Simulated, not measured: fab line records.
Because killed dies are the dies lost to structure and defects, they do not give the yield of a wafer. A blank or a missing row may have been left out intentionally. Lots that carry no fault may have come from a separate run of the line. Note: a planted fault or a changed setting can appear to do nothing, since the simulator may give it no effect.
Which tool did it? -- flow nandHarc -- 33 wafers from 11 lots sampled at 4 of the route's 1302 steps

WHAT EACH GAUGE READ, for each wafer
The record holds no reading of a measuring or inspecting step that can be judged against a usual standard deviation.

EACH LOT AND THE TOOL THAT RAN IT (in order: tool; ch and the chambers of the sampled wafers; start)
lot,NHARC_P_GATE_STRIP_113,NHARC_P_CONTACT_ETCH_36,NHARC_P_CONTACT_ETCH_31,NHARC_P_CONTACT_ALD_22
L122,"plasmaAsher-02 ch 0,1, day 7 21:37","rieDiel-02 ch 0,1,3, day 8 02:42 or earlier","rieDiel-02 ch 2,3, day 8 02:42","aldMetal-02 ch 0,1, day 8 03:47"
L125,"plasmaAsher-02 ch 0,1, day 8 21:19","rieDiel-05 ch 0,1,3, day 9 06:23 or earlier","rieDiel-05 ch 1,2,3, day 9 06:23","aldMetal-01 ch 0,1,3, day 9 07:28"
L126,"plasmaAsher-01 ch 0,1, day 9 02:04","rieDiel-06 ch 1,2,3, day 9 07:14 or earlier","rieDiel-06 ch 0,1,3, day 9 07:14","aldMetal-04 ch 0,1, day 9 08:18"
L127,"plasmaAsher-01 ch 0,1, day 9 12:15","rieDiel-06 ch 1,2,3, day 9 17:13 or earlier","rieDiel-06 ch 1,2,3, day 9 17:13","aldMetal-02 ch 0,1,3, day 9 18:22"
L130,"plasmaAsher-01 ch 0,1, day 10 11:56","rieDiel-02 ch 1,2,3, day 10 16:37 or earlier","rieDiel-02 ch 0,2,3, day 10 16:37","aldMetal-01 ch 1,2, day 10 17:41"
L129,"plasmaAsher-02 ch 0,1, day 10 17:35","rieDiel-06 ch 0,1,2, day 10 22:42 or earlier","rieDiel-06 ch 0,2,3, day 10 22:42","aldMetal-01 ch 0,2,3, day 10 23:49"
L133,"plasmaAsher-01 ch 0,1, day 11 18:32","rieDiel-06 ch 2,3, day 11 23:25 or earlier","rieDiel-06 ch 0,3, day 11 23:25","aldMetal-02 ch 1,2,3, day 12 00:32"
L136,"plasmaAsher-02 ch 0,1, day 13 05:26","rieDiel-05 ch 2,3, day 13 10:17 or earlier","rieDiel-05 ch 1,2,3, day 13 10:17","aldMetal-01 ch 0,2, day 13 11:22"
L138,"plasmaAsher-02 ch 0,1, day 14 08:38","rieDiel-05 ch 0,1,3, day 14 13:54 or earlier","rieDiel-05 ch 0,2,3, day 14 13:54","aldMetal-01 ch 0,1,2, day 14 15:01"
L139,"plasmaAsher-02 ch 1, day 14 11:06","rieDiel-02 ch 1,2,3, day 14 16:20 or earlier","rieDiel-02 ch 0,1,2, day 14 16:20","aldMetal-02 ch 0,1,2, day 14 17:28"
L140,"plasmaAsher-01 ch 0,1, day 15 01:40","rieDiel-02 ch 0,1, day 15 06:55 or earlier","rieDiel-02 ch 0,1,2, day 15 06:55","aldMetal-01 ch 2,3, day 15 07:59"
- NHARC_P_GATE_STRIP_113: strips in N2/H2, time 740 s.
- NHARC_P_CONTACT_ETCH_36: etches the open film in N2/H2, target depth 260 nm, time 406.25 s.
- NHARC_P_CONTACT_ETCH_31: etches the open film in CH3F/O2, target depth 30 nm, time 85.7 s.
- NHARC_P_CONTACT_ALD_22: deposits TiN, target thk 3 nm, pulse time 1 s, ald cycles 150.

AS READ BY THE TOOLS THEMSELVES (means over the sampled wafers that have a number; for cases with no such wafer, the mark the record gives instead)
NHARC_P_GATE_STRIP_113. Usual: drypumpMotorCurrentA 5.78 A, standard deviation 0.15; heaterPowerW 88 W, standard deviation 4.4.
lot,tool,drypumpMotorCurrentA (A),heaterPowerW (W),flag
L122,plasmaAsher-02,5.88,90,
L125,plasmaAsher-02,5.84,89,
L126,plasmaAsher-01,5.65,93,
L127,plasmaAsher-01,5.74,90,
L130,plasmaAsher-01,5.75,90,
L129,plasmaAsher-02,5.87,89,
L133,plasmaAsher-01,5.73,91,
L136,plasmaAsher-02,5.78,84,
L138,plasmaAsher-02,5.79,84,
L139,plasmaAsher-02,5.95,89,
L140,plasmaAsher-01,5.75,90,

NHARC_P_CONTACT_ETCH_36. Usual: drypumpMotorCurrentA is 5.7 A with standard deviation 0.53, mfcArSccm is 0.008 sccm with standard deviation 0.01, oesProductAu is 0.997 a.u. with standard deviation 0.01, rfVppV is 431.1 V with standard deviation 2.6, runLengthS is 427.6 s with standard deviation 0.42, showerheadPlenumPTorr is 2.06 Torr with standard deviation 0.094, and throttleValvePct is 14.171 % with standard deviation 0.0094.
lot,tool,drypumpMotorCurrentA (A),mfcArSccm (sccm),oesProductAu (a.u.),rfVppV (V),runLengthS (s),showerheadPlenumPTorr (Torr),throttleValvePct (%),flag
L122,rieDiel-02,5.9,0.010,0.992,430.8,427.6,2.07,14.174,
L125,rieDiel-05,5.6,0.005,0.996,428.9,428.1,2.01,14.173,
L126,rieDiel-06,5.9,0.002,1.002,433.3,427.4,2.12,14.174,
L127,rieDiel-06,5.9,0.002,0.989,432.1,427.4,2.12,14.167,
L130,rieDiel-02,5.8,0.007,1.008,432.1,427.3,2.10,14.175,
L129,rieDiel-06,5.6,0.003,0.992,430.9,427.4,2.06,14.177,
L133,rieDiel-06,6.4,0.003,1.002,432.2,427.2,2.12,14.170,
L136,rieDiel-05,5.5,0.026,1.010,432.0,427.8,2.10,14.173,
L138,rieDiel-05,5.6,0.005,0.999,429.8,427.9,2.01,14.164,
L139,rieDiel-02,5.8,0.007,1.008,431.6,427.5,2.09,14.177,
L140,rieDiel-02,5.8,0.017,1.006,431.3,427.3,2.07,14.166,

NHARC_P_CONTACT_ETCH_31. Usual: drypumpMotorCurrentA is 5.7 A with standard deviation 0.55, mfcArSccm is 200.0 sccm with standard deviation 0.68, oesProductAu is 0.975 a.u. with standard deviation 0.013, rfVppV is 244.8 V with standard deviation 1.6, runLengthS is 107.0 s with standard deviation 0.43, showerheadPlenumPTorr is 2.48 Torr with standard deviation 0.1, and throttleValvePct is 20.663 % with standard deviation 0.0094.
lot,tool,drypumpMotorCurrentA (A),mfcArSccm (sccm),oesProductAu (a.u.),rfVppV (V),runLengthS (s),showerheadPlenumPTorr (Torr),throttleValvePct (%),flag
L122,rieDiel-02,5.4,199.7,0.994,244.9,107.0,2.48,20.654,
L125,rieDiel-05,5.3,199.7,0.978,245.1,107.5,2.49,20.655,
L126,rieDiel-06,5.7,200.1,0.959,244.0,106.7,2.44,20.662,
L127,rieDiel-06,5.9,199.8,0.982,245.8,106.8,2.55,20.671,
L130,rieDiel-02,5.5,199.6,0.982,245.3,107.0,2.45,20.656,
L129,rieDiel-06,6.0,199.7,0.946,245.7,92.9,2.49,20.654,OFF
L133,rieDiel-06,6.2,199.9,0.966,244.7,92.8,2.45,20.671,OFF
L136,rieDiel-05,5.3,199.4,0.979,245.3,107.2,2.48,20.664,
L138,rieDiel-05,5.8,200.7,0.981,244.8,106.9,2.46,20.664,
L139,rieDiel-02,5.3,199.8,0.971,243.7,106.7,2.45,20.660,
L140,rieDiel-02,5.4,200.2,0.981,243.9,106.7,2.45,20.664,

NHARC_P_CONTACT_ALD_22. Usual: heaterPowerOuterW 688 W, standard deviation 73; heaterPowerW 1089 W, standard deviation 95; precursorPulseHeightRel 1.002, standard deviation 0.018; susceptorTempC 450.02 C, standard deviation 0.24.
lot,tool,heaterPowerOuterW (W),heaterPowerW (W),precursorPulseHeightRel,susceptorTempC (C),flag
L122,aldMetal-02,702,1088,0.992,450.00,
L125,aldMetal-01,646,1060,1.004,450.17,
L126,aldMetal-04,611,961,0.992,449.70,
L127,aldMetal-02,691,1091,1.009,450.03,
L130,aldMetal-01,674,1075,1.008,450.06,
L129,aldMetal-01,722,1169,0.999,449.93,
L133,aldMetal-02,702,1103,1.002,450.17,
L136,aldMetal-01,786,1210,0.997,450.04,
L138,aldMetal-01,703,1124,1.011,450.19,
L139,aldMetal-02,717,1095,1.020,-,OFF
L140,aldMetal-01,736,1183,1.021,449.79,

THE ANSWER, worked out from the rows above alone
Rule: a lot counts as off when the mean over its wafers that have a number is more than 3 standard deviations away from the usual mean. A lot without any number at a reading at which 4 lots or more have one is off too. Where the step has rows for the other lots, those lots are counted as sound. First the gauges in route order, then the tools' own readings, where a lot's mean is used as printed above. At the first step where some lot is off, the reading lying furthest off is the one used; lots without a number count as furthest.
Off, at NHARC_P_CONTACT_ETCH_31 on runLengthS: L129, L133.
If a tool, at that step or one of the process steps before it, ran each lot that is off and ran no sound lot following the first of them, it fits. NHARC_P_CONTACT_ETCH_36: start missing for some lots; hours and lot order therefore follow NHARC_P_CONTACT_ETCH_31. One candidate fits, namely rieDiel-06 at NHARC_P_CONTACT_ETCH_36 and NHARC_P_CONTACT_ETCH_31. At NHARC_P_CONTACT_ETCH_36 its last sound lot is L127 (day 9 17:13), its first lot that is off L129 (day 10 22:42): a fault that began between those two fits.

WHAT THE SIMULATOR PUT IN
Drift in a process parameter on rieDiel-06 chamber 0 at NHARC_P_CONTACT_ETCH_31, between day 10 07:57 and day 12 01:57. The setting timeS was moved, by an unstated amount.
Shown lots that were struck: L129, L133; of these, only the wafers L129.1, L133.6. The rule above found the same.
